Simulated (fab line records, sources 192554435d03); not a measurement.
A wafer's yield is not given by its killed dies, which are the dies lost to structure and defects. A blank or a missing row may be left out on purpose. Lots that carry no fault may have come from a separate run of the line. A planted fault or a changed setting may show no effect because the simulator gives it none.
fab line records	flow n5-finfet
record: lots: 10	wafers: 28	last-day: 18
route steps=1938 shown HKMG_FIN@407 BEOL_M4@1111
lots with no fault: from the same line, run without faults
start-h: start of the lot's first displayed wafer, in hours after the record's first day	wait-h: hours elapsed since this lot's preceding step	" unchanged from the row above	L1.1+2: a row that stands for several wafers	- no value present, or no start provided	* or withheld: withheld	< > ~ a bound
route shown NAME@n: NAME is a module with steps in the file, n the number in the route of the first one	usual: mean and standard deviation over wafers with no fault	same: alike in all rows	chamber/n: place in a boat	sites: the reading at each site	_std_site: their standard deviation	_edge_site: outer sites' mean less inner sites'	radius-mm: how far each site lies from the wafer's centre	mask NAME#n: copy n	behind: the last tool/chamber to shape the wafer	hold: reason for holding the lot/hours on hold/outcome of the hold	device: names the non-switching transistor (n, p or np)	end of line: the route-end tests of the same wafers	for a step that has no rows: nothing shown but its recipe	killed: dies that structure and defects cost at the first sort, which is not the same as the wafer's yield	map: dies across one wafer; x = killed, . = not, _ = none there
set.NAME: the setting as run; set.NAME@STEP: as run at that earlier step	model.NAME: the simulator's own value behind a step, which no gauge read
the route's steps for a sample of lots (tables are steps, rows are wafers)
services: the hour from which a tool's chamber was out of use, counted from the record's first day as start-h (under 0 if before that day), plus the number of hours and why
== steps ==
step: N5_HKMG_FIN_STRIP_93
recipe: chemistry: N2/H2	material: SOC	time-s: 20	power-w: 500	temp-c: 40	pressure-mtorr: 50	rf-frequency-hz: 6e+07	bias-power-w: 8	h2-frac: 0.5	n2-flow-sccm: 300	h2-flow-sccm: 300
usual: drypump-motor-current-A: 6.0/0.45	oes-product-au: 0.79/0.095	rf-vpp-V: 54.3/0.84	showerhead-plenum-p-Torr: 3.38/0.11	throttle-valve-pct: 18.9/0.34
lot.wafer	tool	chamber	start-h	wait-h	drypump-motor-current-A	oes-product-au	rf-hours-counter-h	rf-vpp-V	showerhead-plenum-p-Torr	throttle-valve-pct
L398.2	rie-diel-05	2	80.75	0.2	5.7	0.69	218	54.1	3.33	19.3
L398.5	"	0	"	"	5.6	0.71	-	54.6	3.35	19.4
L398.6	"	1	"	"	6.2	0.75	-	52.8	3.34	18.5
L399.4	rie-diel-02	2	87.13	0.2	6.4	0.94	17	54.3	3.58	18.7
L399.5	"	2	"	"	6.3	0.94	-	54.2	3.58	18.7
L399.6	"	3	"	"	6.6	0.78	-	54.5	3.34	19.1
L401.2	rie-diel-01	1	95.33	0.2	6.5	0.70	199	54.0	3.32	18.9
L401.4	"	2	"	"	4.8	0.77	167	54.1	3.48	19.2
L401.6	"	0	"	"	5.6	0.71	-	54.0	3.19	19.0
L405.2	rie-diel-05	3	119.11	0.2	5.5	0.89	25	55.3	3.55	18.4
L405.4	"	0	"	"	5.6	0.69	226	54.3	3.34	19.5
L406.3	rie-diel-01	0	127.26	0.2	5.6	0.70	250	54.4	3.19	19.0
L406.6	"	3	"	"	5.9	1.00	-	53.9	3.44	19.3
L412.1	rie-diel-02	1	159.74	0.2	5.5	0.74	187	53.7	3.34	19.0
L412.3	"	0	"	"	6.0	0.79	102	54.1	3.24	18.5
L412.6	"	3	"	"	6.6	0.76	-	53.1	3.33	19.1
L415.1	rie-diel-01	2	183.32	0.2	4.8	0.74	194	55.9	3.46	19.2
L415.3	"	3	"	"	5.9	0.94	21	54.3	3.43	19.3
L415.6	"	3	"	"	5.9	0.93	-	53.5	3.43	19.3
L416.1	rie-diel-02	1	188.32	0.2	5.5	0.72	198	55.5	3.33	19.0
L416.3	"	2	"	"	6.4	0.88	54	54.4	3.56	18.7
L416.6	"	3	"	"	6.6	0.74	-	54.6	3.32	19.2
L419.1	rie-diel-02	2	206.98	0.2	6.4	0.87	59	54.2	3.55	18.7
L419.3	"	3	"	"	6.6	0.74	168	54.4	3.32	19.2
L419.4	"	1	"	"	5.4	0.72	203	53.9	3.33	19.0
L420.1	rie-diel-05	3	215.08	0.2	5.5	0.83	63	54.4	3.53	18.5
L420.2	"	2	"	"	5.7	0.98	11	53.5	3.30	19.0
L420.5	"	2	"	"	5.7	0.99	-	56.2	3.30	19.0
step: N5_HKMG_FIN_INSPECT_14
recipe: mode: adi	inspect-instrument: macro
usual: raw-defect-count: 2.0/1.3
lot.wafer	tool	chamber	start-h	wait-h	raw-defect-count
L398.2	defect-inspect-02	-	83.36	0.0	3
L398.5	"	-	"	"	2
L398.6	"	-	"	"	1
L399.4	defect-inspect-02	-	89.73	0.0	4
L399.5	"	-	"	"	4
L399.6	"	-	"	"	0
L401.2	defect-inspect-02	-	98.07	0.0	4
L401.4	"	-	"	"	2
L401.6	"	-	"	"	2
L405.2	defect-inspect-02	-	121.73	0.0	1
L405.4	"	-	"	"	0
L406.3	defect-inspect-02	-	129.98	0.0	2
L406.6	"	-	"	"	1
L412.1	defect-inspect-01	-	162.22	0.0	1
L412.3	"	-	"	"	1
L412.6	"	-	"	"	4
L415.1	defect-inspect-02	-	185.80	0.0	2
L415.3	"	-	"	"	2
L415.6	"	-	"	"	3
L416.1	defect-inspect-01	-	190.93	0.0	3
L416.3	"	-	"	"	2
L416.6	"	-	"	"	2
L419.1	defect-inspect-02	-	209.47	0.0	0
L419.3	"	-	"	"	2
L419.4	"	-	"	"	1
L420.1	defect-inspect-01	-	217.83	0.0	2
L420.2	"	-	"	"	1
L420.5	"	-	"	"	1
step: N5_HKMG_FIN_ETCH_35
recipe: chemistry: N2/H2	target: SOC	target-depth-a: 2158	ion-energy-ev: 65	bias-w: 5	source-w: 3000	time-s: 243.4	pressure-mtorr: 30	n2-flow-sccm: 200	h2-flow-sccm: 200
usual: drypump-motor-current-A: 5.9/0.55	oes-product-au: 0.77/0.089	rf-vpp-V: 141.7/1	run-length-s: 266.8/0.55	showerhead-plenum-p-Torr: 2.56/0.088	throttle-valve-pct: 17.88/0.2
lot.wafer	tool	chamber	start-h	wait-h	drypump-motor-current-A	oes-product-au	rf-hours-counter-h	rf-vpp-V	run-length-s	showerhead-plenum-p-Torr	throttle-valve-pct
L398.2	rie-diel-01	3	83.69	0.0	5.9	0.70	245	141.3	266.4	2.61	18.26
L398.5	"	1	"	"	6.5	0.70	-	140.9	266.4	2.51	18.06
L398.6	"	0	"	"	5.6	0.71	-	140.8	267.2	2.41	18.11
L399.4	rie-diel-05	0	90.07	0.0	5.6	0.70	215	141.7	267.1	2.53	18.06
L399.5	"	1	"	"	6.2	0.75	-	142.3	267.3	2.53	17.54
L399.6	"	0	"	"	5.6	0.70	-	141.4	267.0	2.53	18.05
L401.2	rie-diel-02	0	98.49	0.0	6.0	0.82	79	143.2	266.2	2.46	17.63
L401.4	"	1	"	"	5.5	0.74	166	141.9	267.3	2.53	17.89
L401.6	"	3	"	"	6.6	0.77	-	141.5	267.5	2.53	17.75
L405.2	rie-diel-02	0	122.08	0.0	6.0	0.81	89	141.6	266.4	2.45	17.64
L405.4	"	3	"	"	6.6	0.77	137	140.9	278.6	2.52	17.75
L406.3	rie-diel-02	3	130.31	0.0	6.6	0.77	140	142.7	266.9	2.52	17.78
L406.6	"	0	"	"	6.0	0.80	-	141.3	277.3	2.45	17.64
L412.1	rie-diel-05	2	163.00	0.0	5.7	0.68	246	141.0	266.2	2.51	18.04
L412.3	"	3	"	"	5.5	0.87	40	142.4	267.2	2.69	17.61
L412.6	"	1	"	"	6.2	0.74	-	141.7	266.8	2.52	17.58
L415.1	rie-diel-01	0	186.14	0.0	5.6	0.96	9	142.5	266.7	2.72	17.74
L415.3	"	1	"	"	6.5	0.67	230	140.4	266.5	2.50	18.11
L415.6	"	1	"	"	6.4	0.68	-	140.8	266.2	2.50	18.12
L416.1	rie-diel-01	3	191.27	0.0	5.9	0.94	23	141.4	265.8	2.60	17.89
L416.3	"	2	"	"	4.8	0.74	196	141.5	267.1	2.62	17.97
L416.6	"	2	"	"	4.8	0.74	-	141.5	267.3	2.62	17.98
L419.1	rie-diel-02	0	210.08	0.0	6.0	0.78	120	141.2	266.1	2.44	17.69
L419.3	"	1	"	"	5.5	0.72	204	142.1	267.5	2.52	17.93
L419.4	"	3	"	"	6.6	0.74	169	142.3	267.1	2.51	17.83
L420.1	rie-diel-01	0	218.47	0.0	5.6	0.93	20	143.3	266.9	2.72	17.77
L420.2	"	2	"	"	4.8	0.73	205	143.8	267.3	2.62	17.99
L420.5	"	1	"	"	6.4	0.66	-	142.0	266.3	2.50	18.12
step: N5_HKMG_FIN_ALD_71
recipe: material: TiN	target-thk-a: 10	temp-c: 400	ald-precursor-family: TiCl4	ald-co-reactant: NH3	pulse-time-s: 1	purge-time-s: 3	co-reactant-purge-time-s: 2	co-reactant-pulse-time-s: 2	ald-cycles: 47	pressure-torr: 3
usual: heater-power-outer-w: 529/52	heater-power-w: 862/64	precursor-pulse-height-rel: 1.000/0.021
lot.wafer	tool	chamber	start-h	wait-h	heater-power-outer-w	heater-power-w	precursor-pulse-height-rel
L398.2	ald-metal-04	1	85.45	0.0	473	784	1.027
L398.5	"	1	"	"	457	774	1.016
L398.6	"	2	"	"	594	945	0.995
L399.4	ald-metal-03	3	91.82	0.0	551	873	0.950
L399.5	"	2	"	"	511	846	1.028
L399.6	"	3	"	"	541	867	0.991
L401.2	ald-metal-04	3	100.24	0.0	436	781	1.011
L401.4	"	0	"	"	543	903	0.997
L401.6	"	3	"	"	441	794	0.965
L405.2	ald-metal-03	3	124.02	0.0	556	872	0.972
L405.4	"	1	"	"	457	780	1.038
L406.3	ald-metal-01	2	132.06	0.0	556	951	0.999
L406.6	"	2	"	"	574	950	0.976
L412.1	ald-metal-01	2	164.75	0.0	560	959	1.007
L412.3	"	1	"	"	587	888	0.975
L412.6	"	1	"	"	568	900	0.982
L415.1	ald-metal-04	3	187.89	0.0	421	797	1.021
L415.3	"	2	"	"	580	924	1.020
L415.6	"	2	"	"	607	923	0.983
L416.1	ald-metal-03	1	193.07	0.0	449	786	1.002
L416.3	"	3	"	"	549	863	0.987
L416.6	"	2	"	"	509	838	1.029
L419.1	ald-metal-03	0	211.88	0.0	542	892	1.017
L419.3	"	1	"	"	454	755	1.023
L419.4	"	3	"	"	562	897	0.974
L420.1	ald-metal-01	1	220.24	0.0	587	901	0.991
L420.2	"	3	"	"	500	836	0.982
L420.5	"	0	"	"	614	963	0.986
step: N5_BEOL_M4_RC_MEAS_101
usual: DIBL_N: 35.9/1.7	DIBL_P: 35.8/2.2	IOFF_N: 0.15/0.03	IOFF_P: 0.21/0.036	ION_N: 674/12	ION_P: 463/7.2	SS_N: 71.3/0.59	SS_P: 73.1/0.69	VT_N: 250/3	VT_P: -251/3.2
lot.wafer	tool	chamber	start-h	wait-h	DIBL_N[mV/V]	DIBL_P[mV/V]	IOFF_N[nA/um]	IOFF_P[nA/um]	ION_N[uA/um]	ION_P[uA/um]	SS_N[mV/dec]	SS_P[mV/dec]	VT_N[mV]	VT_P[mV]
L398.2	prober-01	0	175.45	0.2	37.5	37.2	0.17	0.22	684	464	71.0	73.8	247	-250
L398.5	"	0	"	"	36.1	35.1	0.15	0.18	672	462	70.5	73.2	250	-251
L398.6	"	0	"	"	36.9	35.8	0.16	0.20	664	461	70.1	72.9	248	-253
L399.4	prober-01	0	177.57	0.6	34.2	33.4	0.13	0.20	674	468	71.0	72.0	249	-251
L399.5	"	0	"	"	33.6	33.0	0.12	0.19	658	462	71.3	72.1	254	-250
L399.6	"	0	"	"	34.9	34.2	0.14	0.20	668	462	71.7	73.0	252	-249
L401.2	prober-01	0	186.19	0.2	36.8	37.1	0.17	0.23	676	469	71.6	73.7	250	-248
L401.4	"	0	"	"	36.7	36.6	0.16	0.22	678	469	71.8	73.8	252	-249
L401.6	"	0	"	"	36.3	36.3	0.17	0.22	682	472	71.7	73.7	249	-249
L405.2	prober-01	0	229.99	0.2	35.7	37.4	0.15	0.20	675	467	71.2	73.1	250	-252
L405.4	"	0	"	"	35.9	36.5	0.14	0.21	675	467	71.5	73.0	254	-249
L406.3	prober-02	0	237.63	0.3	33.1	33.1	0.12	0.14	658	447	70.5	72.7	251	-258
L406.6	"	0	"	"	35.6	35.3	0.16	0.17	684	457	70.8	73.5	248	-256
L412.1	prober-01	0	268.79	0.0	35.3	38.2	0.16	0.22	668	457	71.4	74.3	250	-250
L412.3	"	0	"	"	34.1	35.7	0.14	0.18	680	469	71.1	73.4	249	-251
L412.6	"	0	"	"	37.2	39.6	0.20	0.25	685	466	72.2	74.7	245	-250
L415.1	prober-02	0	279.61	0.0	36.7	33.2	0.15	0.19	676	463	71.3	72.7	250	-251
L415.3	"	0	"	"	35.7	32.5	0.14	0.18	680	466	71.3	72.5	250	-253
L415.6	"	0	"	"	37.8	34.5	0.17	0.21	683	467	71.7	73.6	248	-251
L416.1	prober-01	0	292.19	0.0	33.5	33.8	0.13	0.19	670	464	70.4	72.4	250	-248
L416.3	"	0	"	"	32.6	31.7	0.11	0.17	645	447	70.0	72.1	252	-251
L416.6	"	0	"	"	36.3	35.8	0.17	0.22	681	468	71.0	73.4	251	-248
L419.1	prober-02	0	310.02	0.0	35.8	36.1	0.15	0.21	673	461	71.4	73.9	248	-251
L419.3	"	0	"	"	37.6	38.6	0.19	0.25	686	467	72.0	74.6	246	-249
L419.4	"	0	"	"	34.1	33.2	0.12	0.16	665	455	70.5	72.6	255	-251
L420.1	prober-02	0	315.37	0.0	33.7	34.0	0.11	0.16	667	464	70.3	72.1	256	-255
L420.2	"	0	"	"	36.1	36.2	0.14	0.18	675	457	71.2	73.5	254	-251
L420.5	"	0	"	"	34.0	34.3	0.11	0.15	658	457	70.8	72.1	255	-255
== services ==
tool	chamber	start-h	hours	kind
rie-diel-01	0	57.21	11.7	repair
ald-metal-03	1	59.61	2.3	repair
ald-metal-03	3	71.79	10.1	repair
rie-diel-01	3	95.39	-	clean
rie-diel-01	3	95.39	-	consumable-replace:focus-ring
rie-diel-01	3	95.39	21.6	scheduled-down
rie-diel-01	3	95.39	21.6	vent-cycle
ald-metal-01	3	122.01	6.1	repair
rie-diel-01	0	127.32	-	clean
rie-diel-01	0	127.32	-	consumable-replace:focus-ring
rie-diel-01	0	127.32	-	consumable-replace:showerhead
rie-diel-01	0	127.32	22.1	scheduled-down
rie-diel-01	0	127.32	22.1	vent-cycle
ald-metal-01	-	158.04	6.0	pm
ald-metal-04	-	165.34	8.7	pm
ald-metal-01	2	166.55	6.6	repair
rie-diel-05	2	174.17	-	clean
rie-diel-05	2	174.17	-	consumable-replace:focus-ring
rie-diel-05	2	174.17	18.4	scheduled-down
rie-diel-05	2	174.17	18.4	vent-cycle
rie-diel-05	0	193.08	-	clean
rie-diel-05	0	193.08	-	consumable-replace:focus-ring
rie-diel-02	-	195.44	3.7	repair
ald-metal-04	-	211.70	28.1	pm
== key ==
first-sign: step: N5_HKMG_FIN_ETCH_35	reading: run-length-s	direction: up	sigmas: 20	usual: *	struck: *
effect none on later readings
met-at N5_HKMG_FIN_ETCH_35
struck-lots L405,L406
struck-wafers L405.4,L406.6
not-acting-at N5_HKMG_FIN_STRIP_93,N5_HKMG_FIN_INSPECT_14,N5_HKMG_FIN_ALD_71
onset-between 98.49 122.08
fault: kind: process-parameter-drift	tool: rie-diel-02	chamber: -	onset-h: 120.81	steps: N5_HKMG_FIN_ETCH_35	channel: time-s	offset: *	shape: step	end-h: 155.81	scope: struck-wafers-only	acts-in: *	stated: *
